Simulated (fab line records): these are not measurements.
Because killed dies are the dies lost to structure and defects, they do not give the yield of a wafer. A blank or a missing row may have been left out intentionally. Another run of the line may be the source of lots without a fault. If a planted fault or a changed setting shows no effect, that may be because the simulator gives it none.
Which tool was responsible? -- flow n5_finfet -- 10 lots, 30 wafers sampled, at 5 steps of a route of 1938

== WHAT EACH GAUGE READ, for each wafer ==
N5_BEOL_M4_CD_MEAS_18: pitch 36 nm, target cd 18 nm. Usual: cd_nm at 18.1 nm, with a standard deviation of 0.37.
lot,measured,on,cd_nm (nm),flag
L819,day 7 16:30,cd_sem-01,18.0 18.1 18.5,
L820,day 8 07:06,cd_sem-03,18.2 18.2 18.3,
L829,day 10 14:43,cd_sem-02,17.9 18.6 18.3,
L830,day 10 17:07,cd_sem-01,18.0 17.7 17.8,
L831,day 10 17:19,cd_sem-01,18.3 17.6 17.4,
L832,day 11 00:46,cd_sem-02,18.1 18.6 18.3,
L836,day 11 21:10,cd_sem-02,17.7 18.2 18.5,
L835,day 11 22:32,cd_sem-01,18.1 18.3 17.8,
L840,day 12 23:56,cd_sem-01,17.5 18.1 17.9,
L841,day 13 00:07,cd_sem-02,17.6 18.1 17.7,

N5_BEOL_M4_CD_MEAS_28: target cd 26.2 nm, target cd y 24.1 nm. Usual: cd_nm at 26.18 nm, with a standard deviation of 0.22.
lot,measured,on,cd_nm (nm),flag
L819,day 7 16:49,cd_sem-01,26.04 26.32 25.88,
L820,day 8 07:26,cd_sem-02,26.36 25.72 26.17,
L829,day 10 15:09,cd_sem-02,26.40 26.46 26.46,
L830,day 10 17:26,cd_sem-02,26.00 26.16 26.13,
L831,day 10 17:45,cd_sem-01,26.17 25.88 26.26,
L832,day 11 01:13,cd_sem-02,26.51 26.24 26.57,
L836,day 11 21:29,cd_sem-02,26.14 26.27 25.92,
L835,day 11 22:59,cd_sem-01,26.44 26.41 26.17,
L840,day 13 00:16,cd_sem-02,26.17 26.59 26.58,
L841,day 13 00:26,cd_sem-01,25.84 26.06 26.01,

N5_BEOL_M4_OCD_MEAS_38. Usual: trench_depth_nm at 56.0 nm, with a standard deviation of 1.3.
lot,measured,on,trench_depth_nm (nm),flag
L819,day 7 21:26,ocd-02,56.3 57.4 57.5,
L820,day 8 08:31,ocd-02,57.9 57.6 57.2,
L829,day 10 17:28,ocd-01,57.8 57.4 57.2,
L830,day 10 20:28,ocd-01,56.9 58.0 56.5,
L831,day 10 20:35,ocd-01,56.6 55.9 56.8,
L832,day 11 02:23,ocd-01,54.1 55.4 54.7,
L836,day 12 00:16,ocd-02,55.3 55.0 54.4,
L835,day 12 01:01,ocd-02,55.3 54.9 54.8,
L840,day 13 03:03,ocd-01,55.9 54.6 54.7,
L841,day 13 22:22,ocd-02,54.5 55.6 54.6,

N5_BEOL_M4_RC_MEAS_101. Usual: DIBL_N 36.8 mV/V, standard deviation 1.5; DIBL_P 37.1 mV/V, standard deviation 2.1; IOFF_N 0.168 nA/um, standard deviation 0.03; IOFF_P 0.22 nA/um, standard deviation 0.034; ION_N 679 uA/um, standard deviation 12; ION_P 466 uA/um, standard deviation 8; SS_N 71.7 mV/dec, standard deviation 0.58; SS_P 73.5 mV/dec, standard deviation 0.67; VT_N 248.8 mV, standard deviation 2.7; VT_P -250 mV, standard deviation 3.3.
lot,measured,on,DIBL_N (mV/V),DIBL_P (mV/V),IOFF_N (nA/um),IOFF_P (nA/um),ION_N (uA/um),ION_P (uA/um),SS_N (mV/dec),SS_P (mV/dec),VT_N (mV),VT_P (mV),flag
L819,day 8 02:38,prober-01,37.6 37.3 38.0,39.4 37.8 39.2,0.203 0.181 0.197,0.29 0.25 0.28,694 679 679,475 466 470,71.2 71.3 71.7,74.3 73.5 74.9,245.8 249.1 247.4,-247 -248 -246,
L820,day 8 13:29,prober-01,37.0 36.9 37.1,36.1 36.0 36.1,0.146 0.146 0.148,0.19 0.20 0.20,678 675 672,461 462 461,71.5 70.6 70.9,73.5 72.9 73.4,249.8 247.4 248.0,-253 -249 -250,
L829,day 10 21:23,prober-01,35.2 34.9 33.5,34.7 33.7 31.6,0.149 0.131 0.115,0.19 0.18 0.15,680 663 658,466 459 449,71.2 71.7 71.1,73.7 73.0 72.5,248.8 252.6 254.1,-253 -254 -255,
L830,day 11 00:38,prober-02,37.1 36.8 37.4,39.3 40.2 40.5,0.176 0.175 0.181,0.24 0.27 0.27,677 670 674,463 463 466,72.4 72.5 72.5,73.6 74.6 74.3,250.6 249.6 247.8,-246 -246 -246,
L831,day 11 02:07,prober-02,34.3 36.4 35.6,32.5 34.9 34.2,0.132 0.166 0.152,0.19 0.22 0.21,662 676 670,465 470 461,70.9 71.2 71.0,73.3 73.4 74.0,250.2 247.7 249.4,-251 -250 -250,
L832,day 11 06:49,prober-02,41.2 36.5 35.5,40.8 34.4 32.9,0.240 0.138 0.124,0.32 0.21 0.18,677 662 657,468 464 455,72.2 71.1 71.1,76.2 73.5 72.4,245.5 253.0 253.3,-248 -251 -249,
L836,day 12 04:27,prober-01,38.4 37.9 37.8,38.2 37.6 38.1,0.189 0.169 0.193,0.24 0.24 0.25,696 677 708,480 464 484,72.0 71.6 72.4,73.4 73.5 74.2,246.2 245.0 243.7,-250 -249 -245,
L835,day 12 05:23,prober-01,35.7 33.8 37.9,36.8 33.9 39.5,0.139 0.118 0.169,0.22 0.17 0.27,681 674 676,472 468 471,71.1 70.9 71.7,73.4 72.4 73.9,252.4 253.6 244.6,-251 -252 -246,
L840,day 13 08:35,prober-02,33.4 34.7 36.5,33.0 34.8 36.2,0.126 0.147 0.164,0.19 0.22 0.26,679 681 678,469 472 474,71.3 71.5 72.4,72.9 73.4 73.0,252.8 252.4 248.7,-251 -247 -246,
L841,day 14 02:40,prober-01,37.7 38.0 35.4,38.6 37.2 34.7,0.167 0.171 0.135,0.25 0.22 0.18,676 680 667,467 469 455,71.3 71.0 71.3,73.1 72.6 72.9,249.5 249.2 252.4,-246 -248 -251,

== WHICH TOOL RAN EACH LOT (tool, then ch and the chambers of the sampled wafers, then the start) ==
lot,N5_BEOL_M4_ETCH_70
L819,"rie_diel-02 ch 0,1, day 7 21:05"
L820,"rie_diel-06 ch 1,3, day 8 08:10"
L829,"rie_diel-06 ch 0,1,3, day 10 17:07"
L830,"rie_diel-06 ch 0,3, day 10 20:07"
L831,"rie_diel-02 ch 0,3, day 10 20:13"
L832,"rie_diel-01 ch 0,1,2, day 11 02:01"
L836,"rie_diel-01 ch 1,2, day 11 23:54"
L835,"rie_diel-01 ch 0,2, day 12 00:40"
L840,"rie_diel-01 ch 0,3, day 13 02:41"
L841,"rie_diel-01 ch 1,2,3, day 13 22:01"
- N5_BEOL_M4_ETCH_70: etches SOC in N2/H2, target depth 80 nm, overetch 24 nm, time 130 s.

== WHAT THE TOOLS THEMSELVES READ (means of the sampled wafers that have a number; where no wafer has one, the mark that the record gives instead) ==
N5_BEOL_M4_ETCH_70. Usual: drypump_motor_current_A 5.6 A, standard deviation 0.5; h2_flow_sccm 200.0 sccm, standard deviation 0.61; oes_product_au 0.59 a.u., standard deviation 0.06; rf_vpp_V 523.6 V, standard deviation 2.6; showerhead_plenum_p_Torr 2.54 Torr, standard deviation 0.091; throttle_valve_pct 17.8 %, standard deviation 0.32.
lot,tool,drypump_motor_current_A (A),h2_flow_sccm (sccm),oes_product_au (a.u.),rf_vpp_V (V),showerhead_plenum_p_Torr (Torr),throttle_valve_pct (%),flag
L819,rie_diel-02,5.8,199.9,0.63,525.6,2.62,17.7,
L820,rie_diel-06,5.8,200.0,0.62,522.3,2.47,17.7,
L829,rie_diel-06,5.9,219.7,0.61,523.3,2.60,18.3,OFF
L830,rie_diel-06,5.7,219.9,0.60,525.6,2.67,18.3,OFF
L831,rie_diel-02,5.7,200.3,0.63,526.8,2.62,17.7,
L832,rie_diel-01,5.3,200.4,0.57,523.7,2.52,17.9,
L836,rie_diel-01,5.8,200.1,0.61,524.2,2.53,17.9,
L835,rie_diel-01,5.7,199.8,0.60,524.2,2.56,17.7,
L840,rie_diel-01,4.9,199.5,0.55,522.9,2.49,17.7,
L841,rie_diel-01,5.5,200.2,0.59,521.6,2.48,17.9,

== THE ANSWER, worked out from the rows above alone ==
Rule: a lot counts as off when the mean over its wafers that have a number is more than 3 standard deviations away from the usual mean. Also off: a lot with no number at a reading for which 4 or more lots have one. Any other lot the step has rows for is counted as sound. After the gauges, taken in route order, come the tools' own readings; for these a lot's mean is taken, as printed above. At the first step where some lot is off, the reading lying furthest off is the one used; lots without a number count as furthest.
Off: L829, L830 (N5_BEOL_M4_ETCH_70, h2_flow_sccm).
A tool fits if, at that step or a process step before it, it ran every lot that is off, and no sound lot after the first of them. One fits: N5_BEOL_M4_ETCH_70 on rie_diel-06. A fault onset in the window from L820 (day 8 08:10, its last sound lot) to L829 (day 10 17:07, its first lot off) fits.
The tool's own readings at N5_BEOL_M4_ETCH_70 bear it out: on the lots that are off they differ by more than 5 times the standard deviation of the sound lots' means. h2_flow_sccm reads 219.8 sccm there against 200.0 sccm on the sound lots; throttle_valve_pct reads 18.3 % there against 17.8 % on the sound lots.

== WHAT HAD BEEN PUT IN BY THE SIMULATOR ==
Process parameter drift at N5_BEOL_M4_ETCH_70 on rie_diel-06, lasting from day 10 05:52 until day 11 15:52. From 200, the setting h2_flow_sccm moved by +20. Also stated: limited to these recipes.
Shown lots that were struck: L829, L830. The rule above reached the same finding.
